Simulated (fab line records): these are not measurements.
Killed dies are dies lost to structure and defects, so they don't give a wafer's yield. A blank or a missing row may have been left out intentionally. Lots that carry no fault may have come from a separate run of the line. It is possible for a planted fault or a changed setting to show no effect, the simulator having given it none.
Lot-split experiment -- flow n5 finfet -- route with 1938 steps; 7 lots, 21 wafers read

== THE SPLIT ITSELF ==
At N5_WELL_APT_PEB_06 (peb time 90 s), the setting peb time s was moved away from the recipe's 90 s on 6 of the 21 wafers read, by -22.5% to +17.7%. The other wafers ran this setting at the recipe's value.

== FROM THE SPLIT TO THE READING: what the file shows between them, 2 steps ==
- N5_WELL_APT_DEVELOP_07: develop time 45 s
- N5_WELL_APT_HARDBAKE_12: time 120 s

== THE READING ==
Shown in nm: cd nm at N5_WELL_APT_CD_MEAS_08, with target cd 200 nm. On this fab line, fault-free wafers typically give 199.1 nm with a standard deviation of 1.4 nm.

wafer,"tool, chamber at the split","peb time s as run, s",against the recipe,"cd nm, nm",against lot-mates on the recipe
L076.2,"litho track-02, 0",90,recipe,201.1,-
L076.3,"litho track-02, 0",90,recipe,200.0,-
L076.6,"litho track-02, 0",90,recipe,199.2,-
L077.1,"litho track-05, 0",90,recipe,199.8,-
L077.3,"litho track-05, 0",69.75,-22.5%,187.1,-11.7
L077.5,"litho track-05, 0",90,recipe,197.8,-
L089.1,"litho track-03, 0",90,recipe,199.7,-
L089.4,"litho track-03, 0",90,recipe,199.8,-
L089.5,"litho track-03, 0",90,recipe,200.0,-
L090.2,"litho track-02, 0",90,recipe,199.2,-
L090.3,"litho track-02, 0",105.9,+17.7%,203.9,+4.7
L090.6,"litho track-02, 0",105.9,+17.7%,205.1,+5.9
L094.1,"litho track-02, 0",90,recipe,198.8,-
L094.2,"litho track-02, 0",90,recipe,197.2,-
L094.3,"litho track-02, 0",90,recipe,195.9,-
L095.1,"litho track-03, 0",78.01,-13.3%,193.3,-3.5
L095.2,"litho track-03, 0",90,recipe,196.8,-
L095.5,"litho track-03, 0",78.01,-13.3%,191.5,-5.3
L097.4,"litho track-02, 0",84.43,-6.2%,195.3,-3.4
L097.5,"litho track-02, 0",90,recipe,198.8,-
L097.6,"litho track-02, 0",90,recipe,198.6,-

THE FIT
A straight line over all 21 wafers: cd nm changes by +0.426 nm for each +1% of peb time s; r = +0.93; the points scatter about the line by 1.5 nm.
The same after taking each lot's own level away (the mean of its wafers on the recipe; 21 wafers): +0.383 nm for each +1%; r = +0.95; scatter 1.1 nm.
Per that fit: largest peb time s move, reading shift of 8.6 nm.
Measured against the standard deviation above, the lots' own levels, which go from 196.80 to 200.10 nm, span 2.4 times it.
So the lot-to-lot level changes the slope: the two fits differ.
Check: for one of the wafers moved furthest among these (-22.5%), held out of the fit, the line's prediction against its lot-mates is -7.33 nm. Against them it came out at -11.7 nm.

== THESE WAFERS: OTHER SPLITS ==
Other splits were also applied to these wafers ahead of the reading. Each is held against what the fit with the lots' levels taken away leaves over:
other split on the same wafers,wafers away from the commonest value,r with cd nm (lot level and that fit taken away)
N5_WELL_APT_COAT_02 spin rpm,5,+0.33

== THE WHOLE CHAIN: every reading that the file lists as answering this split, in the file's order ==
step,what it does,reading,change (the file's fit),r (the file's)
N5_WELL_APT_CD_MEAS_08,target cd 200 nm,cd nm,+0.424 nm for each +1% of the setting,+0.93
N5_WELL_APT_DESCUM_13,"chemistry O2, time 7.9 s","WELL_APT.cd nm (the simulator's own value, which no gauge read)",+0.429 nm for each +1% of the setting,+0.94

== FILE'S OWN FIT ==
cd nm changes by +0.424 nm for each +1% of peb time s, r = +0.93.
